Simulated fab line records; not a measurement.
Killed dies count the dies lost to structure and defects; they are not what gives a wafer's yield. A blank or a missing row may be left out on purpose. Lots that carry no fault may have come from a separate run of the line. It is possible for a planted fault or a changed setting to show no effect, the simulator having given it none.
What tool caused it? -- flow n5 finfet -- 24 lots with 72 wafers sampled at 6 steps, on a route of 1938 steps

== WHAT THE GAUGES READ, wafer by wafer ==
N5_BEOL_M13_INSPECT_12: inspects for defects (macro). Usual: raw defect count 2.0, standard deviation 1.5.
lot,measured,on,raw defect count,flag
L074,day 11 14:02,defect inspect-01,0 0 4,
L075,day 12 08:43,defect inspect-02,4 1 2,
L076,day 12 09:08,defect inspect-01,1 1 4,
L077,day 12 14:26,defect inspect-02,3 0 0,
L079,day 12 15:53,defect inspect-01,3 4 2,
L078,day 12 21:40,defect inspect-01,0 3 1,
L080,day 12 22:24,defect inspect-01,2 0 2,
L081,day 13 03:30,defect inspect-02,3 1 1,
L083,day 14 00:37,defect inspect-01,2 1 5,
L082,day 14 01:05,defect inspect-02,5 0 1,
L084,day 14 05:02,defect inspect-01,2 0 4,
L086,day 14 19:39,defect inspect-01,3 0 2,
L087,day 15 06:37,defect inspect-02,1 3 4,
L088,day 15 06:47,defect inspect-02,1 0 1,
L085,day 15 07:01,defect inspect-01,1 1 5,
L090,day 15 20:30,defect inspect-01,2 4 1,
L091,day 16 05:29,defect inspect-01,4 1 7,
L089,day 16 12:15,defect inspect-02,3 0 2,
L093,day 16 21:12,defect inspect-02,2 3 1,
L092,day 17 02:07,defect inspect-01,1 5 1,
L096,day 17 06:55,defect inspect-01,1 0 0,
L094,day 17 07:14,defect inspect-02,4 3 2,
L095,day 17 08:23,defect inspect-01,1 4 2,
L097,day 18 05:44,defect inspect-01,1 2 2,

N5_BEOL_M13_INSPECT_55: inspects for defects (darkfield). Usual: raw defect count 68, standard deviation 22.
lot,measured,on,raw defect count,flag
L074,day 11 21:14,defect inspect-01,62 66 71,
L075,day 12 12:50,defect inspect-01,58 31 45,
L076,day 12 12:41,defect inspect-01,60 75 66,
L077,day 12 22:09,defect inspect-01,59 87 65,
L079,day 12 22:23,defect inspect-02,111 63 111,
L078,day 13 03:48,defect inspect-02,46 72 41,
L080,day 13 06:40,defect inspect-02,69 90 92,
L081,day 13 07:28,defect inspect-01,53 68 52,
L083,day 14 03:55,defect inspect-02,82 83 83,
L082,day 14 08:24,defect inspect-02,116 85 80,
L084,day 14 09:46,defect inspect-01,81 47 51,
L086,day 14 23:30,defect inspect-01,72 56 64,
L087,day 15 13:40,defect inspect-01,52 71 34,
L088,day 15 11:40,defect inspect-02,91 62 69,
L085,day 15 13:09,defect inspect-01,45 53 118,
L090,day 16 02:34,defect inspect-02,72 71 67,
L091,day 16 11:14,defect inspect-02,80 100 77,
L089,day 16 18:43,defect inspect-01,82 49 50,
L093,day 17 00:46,defect inspect-02,44 43 55,
L092,day 17 06:05,defect inspect-01,66 81 57,
L096,day 17 16:57,defect inspect-01,65 90 76,
L094,day 17 17:12,defect inspect-02,78 38 53,
L095,day 17 17:58,defect inspect-01,60 73 137,
L097,day 18 12:25,defect inspect-02,39 39 74,

== WHAT TOOL EACH LOT RAN ON (gives the tool, then ch and the chambers of the sampled wafers, and finally the start) ==
lot,N5_BEOL_M13_ILD_DEP_00,N5_BEOL_M13_ETCH_59,N5_BEOL_M13_VIA_ETCH_16,N5_BEOL_M13_PRE_CLEAN_42
L074,"pecvd-04 ch 0,1, day 11 13:24","rie diel-04 ch 0,3, day 11 14:12","rie diel-04 ch 0,3, day 11 14:15","pvd sputter-01, day 11 19:58"
L075,"pecvd-03 ch 0,2, day 12 08:02","rie diel-04 ch 1,2,3, day 12 08:47","rie diel-04 ch 1,2,3, day 12 08:50","pvd sputter-01, day 12 11:26"
L076,"pecvd-02 ch 0,2, day 12 08:37","rie diel-04 ch 0,1, day 12 09:12","rie diel-04 ch 0,1, day 12 09:15","pvd sputter-03, day 12 11:28"
L077,"pecvd-02 ch 0,2, day 12 13:48","rie diel-01 ch 0,1, day 12 14:30","rie diel-01 ch 0,1, day 12 14:33","pvd sputter-01, day 12 19:54"
L079,"pecvd-03 ch 0,2, day 12 15:22","rie diel-04 ch 0,1,2, day 12 16:01","rie diel-04 ch 0,1,2, day 12 16:04","pvd sputter-03, day 12 20:10"
L078,"pecvd-03 ch 0,1,2, day 12 21:05","rie diel-04 ch 2,3, day 12 21:43","rie diel-04 ch 2,3, day 12 21:47","pvd sputter-03, day 13 02:35"
L080,"pecvd-03 ch 0,1,2, day 12 21:53","rie diel-01 ch 0,1,2, day 12 23:02","rie diel-01 ch 0,1,2, day 12 23:05","pvd sputter-01, day 13 05:15"
L081,"pecvd-04 ch 0,1,2, day 13 02:52","rie diel-03 ch 1,3, day 13 03:34","rie diel-03 ch 1,3, day 13 03:37","pvd sputter-03, day 13 05:53"
L083,"pecvd-03 ch 0,1,2, day 13 23:59","rie diel-04 ch 0,1, day 14 00:41","rie diel-04 ch 0,1, day 14 00:44","pvd sputter-03, day 14 02:41"
L082,"pecvd-02 ch 0,1,2, day 14 00:35","rie diel-04 ch 0,3, day 14 01:10","rie diel-04 ch 0,3, day 14 01:13","pvd sputter-02, day 14 07:10"
L084,"pecvd-02 ch 0,1,2, day 14 04:24","rie diel-01 ch 0,2,3, day 14 05:07","rie diel-01 ch 0,2,3, day 14 05:10","pvd sputter-02, day 14 07:53"
L086,"pecvd-04 ch 0,1,2, day 14 19:01","rie diel-04 ch 0,1,3, day 14 19:56","rie diel-04 ch 0,1,3, day 14 20:00","pvd sputter-01, day 14 22:14"
L087,"pecvd-03 ch 1,2, day 15 05:59","rie diel-01 ch 1,2,3, day 15 06:41","rie diel-01 ch 1,2,3, day 15 06:44","pvd sputter-03, day 15 12:08"
L088,"pecvd-04 ch 0,1, day 15 06:04","rie diel-03 ch 1,2,3, day 15 07:00","rie diel-03 ch 1,2,3, day 15 07:03","pvd sputter-03, day 15 10:25"
L085,"pecvd-02 ch 0,1,2, day 15 06:22","rie diel-01 ch 1,2,3, day 15 07:28","rie diel-01 ch 1,2,3, day 15 07:31","pvd sputter-03, day 15 11:30"
L090,"pecvd-03 ch 0,2, day 15 19:58","rie diel-04 ch 1,2, day 15 20:38","rie diel-04 ch 1,2, day 15 20:41","pvd sputter-01, day 16 00:22"
L091,"pecvd-02 ch 0,1,2, day 16 04:51","rie diel-03 ch 1,2,3, day 16 05:33","rie diel-03 ch 1,2,3, day 16 05:37","pvd sputter-03, day 16 10:01"
L089,"pecvd-03 ch 0,2, day 16 11:44","rie diel-01 ch 1,2, day 16 12:19","rie diel-01 ch 1,2, day 16 12:22","pvd sputter-02, day 16 16:59"
L093,"pecvd-04 ch 1,2, day 16 20:34","rie diel-01 ch 1,2, day 16 21:16","rie diel-01 ch 1,2, day 16 21:20","pvd sputter-01, day 16 23:32"
L092,"pecvd-02 ch 0,2, day 17 01:32","rie diel-04 ch 0,2,3, day 17 02:11","rie diel-04 ch 0,2,3, day 17 02:14","pvd sputter-01, day 17 04:49"
L096,"pecvd-03 ch 0,1,2, day 17 06:25","rie diel-04 ch 0,2,3, day 17 07:16","rie diel-04 ch 0,2,3, day 17 07:19","pvd sputter-02, day 17 15:43"
L094,"pecvd-04 ch 0,2, day 17 06:35","rie diel-03 ch 1,3, day 17 07:20","rie diel-03 ch 1,3, day 17 07:23","pvd sputter-01, day 17 15:49"
L095,"pecvd-02 ch 0,2, day 17 07:49","rie diel-01 ch 0,1,2, day 17 08:27","rie diel-01 ch 0,1,2, day 17 08:30","pvd sputter-03, day 17 16:14"
L097,"pecvd-02 ch 0,2, day 18 04:57","rie diel-03 ch 0,3, day 18 05:57","rie diel-03 ch 0,3, day 18 06:00","pvd sputter-03, day 18 11:08"
- N5_BEOL_M13_ILD_DEP_00: deposits SiOC from DEMS/O2, target thk 837.92 nm, time 166.4 s.
- N5_BEOL_M13_ETCH_59: etches BARC in N2/H2, target depth 89 nm, overetch 26.7 nm, time 67.9 s.
- N5_BEOL_M13_VIA_ETCH_16: etches SiOC in C4F8/O2/Ar, target depth 921.7 nm.
- N5_BEOL_M13_PRE_CLEAN_42: time 30 s.

== AS READ BY THE TOOLS THEMSELVES (means over the sampled wafers that have a number; for cases with no such wafer, the mark the record gives instead) ==
N5_BEOL_M13_ILD_DEP_00. Usual: heater power w 503 W, standard deviation 83; rf fwd power W 497.8 W, standard deviation 1.5; showerhead plenum p Torr 5.703 Torr, standard deviation 0.014; throttle valve pct 11.9 %, standard deviation 0.55.
lot,tool,heater power w (W),rf fwd power W (W),showerhead plenum p Torr (Torr),throttle valve pct (%),flag
L074,pecvd-04,401,497.2,5.696,13.0,
L075,pecvd-03,542,497.7,5.704,11.6,
L076,pecvd-02,468,497.9,5.714,11.7,
L077,pecvd-02,449,497.1,5.722,11.6,
L079,pecvd-03,559,496.9,5.706,11.5,
L078,pecvd-03,594,498.1,5.696,11.3,
L080,pecvd-03,563,497.3,5.697,11.6,
L081,pecvd-04,407,498.5,5.698,12.4,
L083,pecvd-03,536,498.5,5.690,11.6,
L082,pecvd-02,520,497.0,5.710,11.9,
L084,pecvd-02,534,499.1,5.712,11.9,
L086,pecvd-04,443,498.2,5.702,12.6,
L087,pecvd-03,626,498.2,5.697,11.5,
L088,pecvd-04,418,497.5,5.695,13.1,
L085,pecvd-02,477,498.0,5.712,11.8,
L090,pecvd-03,593,498.9,5.698,11.5,
L091,pecvd-02,527,498.3,5.708,11.7,
L089,pecvd-03,557,498.1,5.700,11.6,
L093,pecvd-04,372,497.1,5.704,11.9,
L092,pecvd-02,465,499.0,5.707,11.7,
L096,pecvd-03,547,498.4,5.696,11.6,
L094,pecvd-04,444,499.5,5.703,12.0,
L095,pecvd-02,455,496.5,5.721,11.9,
L097,pecvd-02,454,498.4,5.716,11.8,

N5_BEOL_M13_ETCH_59. Usual: for drypump motor current A, 5.5 A with a standard deviation of 0.49; for n2 flow sccm, 199.9 sccm with a standard deviation of 0.64; for oes product au, 0.68 a.u. with a standard deviation of 0.063; for rf fwd power W, 832 W with a standard deviation of 3.4; for rf vpp V, 523.7 V with a standard deviation of 2.6; for showerhead plenum p Torr, 2.54 Torr with a standard deviation of 0.09; for throttle valve pct, 17.92 % with a standard deviation of 0.29.
lot,tool,drypump motor current A (A),n2 flow sccm (sccm),oes product au (a.u.),rf fwd power W (W),rf vpp V (V),showerhead plenum p Torr (Torr),throttle valve pct (%),flag
L074,rie diel-04,6.0,199.1,0.67,826,524.1,2.56,18.18,
L075,rie diel-04,5.6,199.8,0.62,831,522.5,2.50,18.08,
L076,rie diel-04,5.4,199.9,0.72,834,523.9,2.56,17.92,
L077,rie diel-01,5.2,200.3,0.67,830,521.9,2.50,18.10,
L079,rie diel-04,5.2,200.7,0.66,831,522.6,2.51,17.96,
L078,rie diel-04,5.9,199.9,0.61,829,522.2,2.51,18.26,
L080,rie diel-01,5.3,199.7,0.70,831,523.8,2.51,17.89,
L081,rie diel-03,5.8,199.7,0.64,833,522.5,2.50,18.08,
L083,rie diel-04,5.6,200.3,0.67,832,523.8,2.53,17.91,
L082,rie diel-04,6.0,200.3,0.65,829,523.2,2.55,18.21,
L084,rie diel-01,5.5,199.5,0.73,833,524.5,2.57,17.60,
L086,rie diel-04,5.8,199.8,0.65,832,523.9,2.54,18.07,
L087,rie diel-01,5.4,200.4,0.68,830,521.8,2.46,17.77,
L088,rie diel-03,5.6,199.3,0.65,831,522.1,2.51,18.02,
L085,rie diel-01,5.4,199.6,0.68,833,522.9,2.46,17.78,
L090,rie diel-04,5.4,199.8,0.69,830,525.5,2.58,17.80,
L091,rie diel-03,5.6,200.0,0.65,832,522.6,2.50,18.03,
L089,rie diel-01,5.3,200.2,0.68,835,521.9,2.42,17.90,
L093,rie diel-01,5.3,199.9,0.67,833,520.1,2.42,17.91,
L092,rie diel-04,5.5,200.0,0.70,832,525.5,2.61,18.02,
L096,rie diel-04,5.5,200.2,0.70,830,525.5,2.61,18.02,
L094,rie diel-03,5.8,201.0,0.62,834,522.1,2.49,18.14,
L095,rie diel-01,5.3,199.7,0.67,833,523.0,2.50,17.95,
L097,rie diel-03,5.4,200.2,0.70,834,526.0,2.59,17.62,

N5_BEOL_M13_VIA_ETCH_16. Usual: drypump motor current A 5.5 A, standard deviation 0.49; oes product au 0.72 a.u., standard deviation 0.069; rf fwd power W 2991 W, standard deviation 9.4; rf vpp V 665 V, standard deviation 3.4; showerhead plenum p Torr 3.41 Torr, standard deviation 0.11; throttle valve pct 24.2 %, standard deviation 0.32.
lot,tool,drypump motor current A (A),oes product au (a.u.),rf fwd power W (W),rf vpp V (V),showerhead plenum p Torr (Torr),throttle valve pct (%),flag
L074,rie diel-04,6.1,0.70,2987,665,3.43,24.5,
L075,rie diel-04,5.6,0.66,2985,664,3.33,24.2,
L076,rie diel-04,5.4,0.75,2989,666,3.45,24.3,
L077,rie diel-01,5.2,0.70,2988,664,3.39,24.5,
L079,rie diel-04,5.3,0.70,2985,664,3.35,24.2,
L078,rie diel-04,5.9,0.64,2990,663,3.33,24.3,
L080,rie diel-01,5.3,0.75,2993,666,3.38,24.2,
L081,rie diel-03,5.8,0.67,2995,664,3.36,24.4,
L083,rie diel-04,5.5,0.71,2989,666,3.41,24.3,
L082,rie diel-04,6.0,0.69,2991,666,3.42,24.5,
L084,rie diel-01,5.5,0.79,2995,667,3.45,24.0,
L086,rie diel-04,5.8,0.69,2986,665,3.42,24.4,
L087,rie diel-01,5.4,0.72,2994,663,3.36,24.3,
L088,rie diel-03,5.6,0.68,3002,665,3.38,24.4,
L085,rie diel-01,5.4,0.72,3005,663,3.36,24.2,
L090,rie diel-04,5.4,0.73,2998,666,3.44,24.0,
L091,rie diel-03,5.6,0.68,2986,665,3.38,24.4,
L089,rie diel-01,5.4,0.70,2986,661,3.28,24.2,
L093,rie diel-01,5.4,0.71,2983,661,3.28,24.2,
L092,rie diel-04,5.5,0.74,2995,668,3.47,24.2,
L096,rie diel-04,5.5,0.73,2987,669,3.47,24.2,
L094,rie diel-03,5.8,0.65,3002,663,3.35,24.4,
L095,rie diel-01,5.3,0.71,2983,664,3.37,24.3,
L097,rie diel-03,5.4,0.74,2998,667,3.50,24.3,

N5_BEOL_M13_PRE_CLEAN_42. Usual: heater power w 334 W, standard deviation 35.
lot,tool,heater power w (W),flag
L074,pvd sputter-01,358,
L075,pvd sputter-01,350,
L076,pvd sputter-03,318,
L077,pvd sputter-01,374,
L079,pvd sputter-03,322,
L078,pvd sputter-03,325,
L080,pvd sputter-01,313,
L081,pvd sputter-03,318,
L083,pvd sputter-03,319,
L082,pvd sputter-02,322,
L084,pvd sputter-02,298,
L086,pvd sputter-01,360,
L087,pvd sputter-03,326,
L088,pvd sputter-03,321,
L085,pvd sputter-03,334,
L090,pvd sputter-01,371,
L091,pvd sputter-03,329,
L089,pvd sputter-02,316,
L093,pvd sputter-01,352,
L092,pvd sputter-01,379,
L096,pvd sputter-02,338,
L094,pvd sputter-01,320,
L095,pvd sputter-03,328,
L097,pvd sputter-03,325,

== THE ANSWER, worked out from the rows above alone ==
Rule: lot off if the mean of its wafers having a number is beyond 3 standard deviations from the usual mean. Also off: a lot with no number at a reading for which 4 or more lots have one. The other lots that the step has rows for count as sound. After the gauges, taken in route order, come the tools' own readings; for these a lot's mean is taken, as printed above. The first step at which some lot is off is used, and at that step the reading that is off furthest; a lot without a number counts as furthest.
Nothing can be told from this: no lot is off at any reading shown.

== WHAT WAS PUT IN BY THE SIMULATOR ==
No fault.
